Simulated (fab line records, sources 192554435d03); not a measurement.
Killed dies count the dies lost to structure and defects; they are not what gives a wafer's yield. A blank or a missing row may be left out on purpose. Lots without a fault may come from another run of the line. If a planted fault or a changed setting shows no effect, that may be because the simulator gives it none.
Matching of chambers || flow n5_finfet || N5_DUMMY_GATE_STRIP_48 on rie_diel-03: 4 sister chambers
The step strips in N2/H2, time 20 s. 16 wafers are shown with their chamber, then 8 later ones without.

== EACH WAFER AND ITS CHAMBER ==
{"wafer": "L077.3", "chamber": 1, "showerhead_plenum_p_Torr (Torr)": 3.57, "drypump_motor_current_A (A)": 6.0, "throttle_valve_pct (%)": 11.7}
{"wafer": "L077.4", "chamber": 0, "showerhead_plenum_p_Torr (Torr)": 3.59, "drypump_motor_current_A (A)": 5.2, "throttle_valve_pct (%)": 11.8}
{"wafer": "L077.6", "chamber": 1, "showerhead_plenum_p_Torr (Torr)": 3.57, "drypump_motor_current_A (A)": 6.0, "throttle_valve_pct (%)": 11.7}
{"wafer": "L078.2", "chamber": 3, "showerhead_plenum_p_Torr (Torr)": 3.52, "drypump_motor_current_A (A)": 5.9, "throttle_valve_pct (%)": 12.8}
{"wafer": "L078.4", "chamber": 0, "showerhead_plenum_p_Torr (Torr)": 3.59, "drypump_motor_current_A (A)": 5.3, "throttle_valve_pct (%)": 11.8}
{"wafer": "L078.5", "chamber": 1, "showerhead_plenum_p_Torr (Torr)": 3.57, "drypump_motor_current_A (A)": 6.0, "throttle_valve_pct (%)": 11.7}
{"wafer": "L080.1", "chamber": 1, "showerhead_plenum_p_Torr (Torr)": 3.57, "drypump_motor_current_A (A)": 6.0, "throttle_valve_pct (%)": 11.7}
{"wafer": "L080.4", "chamber": 0, "showerhead_plenum_p_Torr (Torr)": 3.59, "drypump_motor_current_A (A)": 5.3, "throttle_valve_pct (%)": 11.8}
{"wafer": "L080.6", "chamber": 0, "showerhead_plenum_p_Torr (Torr)": 3.59, "drypump_motor_current_A (A)": 5.3, "throttle_valve_pct (%)": 11.8}
{"wafer": "L081.1", "chamber": 0, "showerhead_plenum_p_Torr (Torr)": 3.59, "drypump_motor_current_A (A)": 5.3, "throttle_valve_pct (%)": 11.8}
{"wafer": "L081.2", "chamber": 2, "showerhead_plenum_p_Torr (Torr)": 3.27, "drypump_motor_current_A (A)": 5.2, "throttle_valve_pct (%)": 11.9}
{"wafer": "L081.5", "chamber": 2, "showerhead_plenum_p_Torr (Torr)": 3.27, "drypump_motor_current_A (A)": 5.2, "throttle_valve_pct (%)": 11.9}
{"wafer": "L083.1", "chamber": 3, "showerhead_plenum_p_Torr (Torr)": 3.51, "drypump_motor_current_A (A)": 5.9, "throttle_valve_pct (%)": 12.9}
{"wafer": "L083.2", "chamber": 0, "showerhead_plenum_p_Torr (Torr)": 3.58, "drypump_motor_current_A (A)": 5.3, "throttle_valve_pct (%)": 11.8}
{"wafer": "L083.5", "chamber": 0, "showerhead_plenum_p_Torr (Torr)": 3.58, "drypump_motor_current_A (A)": 5.3, "throttle_valve_pct (%)": 11.8}
{"wafer": "L089.3", "chamber": 3, "showerhead_plenum_p_Torr (Torr)": 3.51, "drypump_motor_current_A (A)": 5.9, "throttle_valve_pct (%)": 12.9}

SIGNATURES, as means of the wafers listed above
{"reading": "showerhead_plenum_p_Torr", "chamber 0": 3.5871, "chamber 1": 3.5700, "chamber 2": 3.2700, "chamber 3": 3.5133, "scatter within a chamber": 0.00418}
{"reading": "drypump_motor_current_A", "chamber 0": 5.286, "chamber 1": 6.000, "chamber 2": 5.200, "chamber 3": 5.900, "scatter within a chamber": 0.0267}
{"reading": "throttle_valve_pct", "chamber 0": 11.800, "chamber 1": 11.700, "chamber 2": 11.900, "chamber 3": 12.867, "scatter within a chamber": 0.0236}
Rule: a wafer lies at a distance from a chamber equal to the root of the sum of squares, over the readings, of (its reading less the chamber's mean, divided by the reading's scatter). If the next closest chamber is less than 2 further off than the closest, the wafer can't be placed; otherwise it belongs to the closest. The scatter is the square root of a quotient: the sum, over the shown wafers, of each reading's squared deviation from its chamber's mean, divided by wafers minus chambers.

== WAFERS WHOSE CHAMBER IS MISSING ==
{"wafer": "L089.4", "showerhead_plenum_p_Torr (Torr)": 3.58, "drypump_motor_current_A (A)": 5.3, "throttle_valve_pct (%)": 11.8}
{"wafer": "L089.5", "showerhead_plenum_p_Torr (Torr)": 3.51, "drypump_motor_current_A (A)": 5.9, "throttle_valve_pct (%)": 12.9}
{"wafer": "L091.1", "showerhead_plenum_p_Torr (Torr)": 3.50, "drypump_motor_current_A (A)": 5.9, "throttle_valve_pct (%)": 12.9}
{"wafer": "L091.3", "showerhead_plenum_p_Torr (Torr)": 3.26, "drypump_motor_current_A (A)": 5.2, "throttle_valve_pct (%)": 12.0}
{"wafer": "L091.4", "showerhead_plenum_p_Torr (Torr)": 3.58, "drypump_motor_current_A (A)": 5.3, "throttle_valve_pct (%)": 11.8}
{"wafer": "L097.4", "showerhead_plenum_p_Torr (Torr)": 3.50, "drypump_motor_current_A (A)": 5.9, "throttle_valve_pct (%)": 12.9}
{"wafer": "L097.5", "showerhead_plenum_p_Torr (Torr)": 3.55, "drypump_motor_current_A (A)": 6.0, "throttle_valve_pct (%)": 11.8}
{"wafer": "L097.6", "showerhead_plenum_p_Torr (Torr)": 3.26, "drypump_motor_current_A (A)": 5.2, "throttle_valve_pct (%)": 12.0}

== WHICH CHAMBER EACH ONE RAN IN ==
{"wafer": "L089.4", "from the rows above": 0, "in truth": 0}
{"wafer": "L089.5", "from the rows above": 3, "in truth": 3}
{"wafer": "L091.1", "from the rows above": 3, "in truth": 3}
{"wafer": "L091.3", "from the rows above": 2, "in truth": 2}
{"wafer": "L091.4", "from the rows above": 0, "in truth": 0}
{"wafer": "L097.4", "from the rows above": 3, "in truth": 3}
{"wafer": "L097.5", "from the rows above": 1, "in truth": 1}
{"wafer": "L097.6", "from the rows above": 2, "in truth": 2}
Placed correctly: 8 of 8. Not placeable from these rows: 0. Number placed wrongly: 0.
